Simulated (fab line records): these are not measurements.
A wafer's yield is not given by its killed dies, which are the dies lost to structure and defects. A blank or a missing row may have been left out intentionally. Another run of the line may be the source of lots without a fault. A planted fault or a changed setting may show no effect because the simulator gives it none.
Matching of chambers + flow n5_finfet + N5_BEOL_M7_PECVD_70 on pecvd-01 has 3 sister chambers
The step deposits SiO2 from TEOS/O2, target thk 20 nm, time 22.7 s. 3 wafers are shown with their chamber, then 7 later ones without.

== WAFERS WITH THEIR CHAMBER ==
| wafer  | chamber | showerhead_plenum_p_Torr (Torr) |
|--------|---------|---------------------------------|
| L084.5 | 2       | 8.78                            |
| L085.1 | 0       | 8.84                            |
| L085.4 | 1       | 8.63                            |

== WAFERS WITH NO CHAMBER GIVEN ==
| wafer  | showerhead_plenum_p_Torr (Torr) |
|--------|---------------------------------|
| L085.6 | 8.84                            |
| L086.1 | 8.80                            |
| L086.4 | 8.85                            |
| L086.5 | 8.64                            |
| L091.4 | 8.63                            |
| L091.5 | 8.81                            |
| L091.6 | 8.80                            |

== WHICH CHAMBER EACH ONE RAN IN ==
| wafer  | from the rows above     | in truth |
|--------|-------------------------|----------|
| L085.6 | 0                       | 0        |
| L086.1 | can't be placed: 2 or 0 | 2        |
| L086.4 | 0                       | 0        |
| L086.5 | 1                       | 1        |
| L091.4 | 1                       | 1        |
| L091.5 | can't be placed: 0 or 2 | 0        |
| L091.6 | can't be placed: 2 or 0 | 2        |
4 of 7 placed correctly. These rows do not allow placing 3 (true chamber among the candidates in 3). 0 placed wrongly.
How it was worked out, from the rows above alone: a wafer's distance from a chamber is the root of the sum, over the readings, of the square of ((its reading less the chamber's mean) divided by the reading's scatter). If the next closest chamber is less than 2 further off than the closest, the wafer can't be placed; otherwise it belongs to the closest. The mean given for a chamber averages the wafers shown for that chamber. The scatter: root of mean squared gap, hidden wafer to nearest shown wafer, with one shown wafer a chamber.
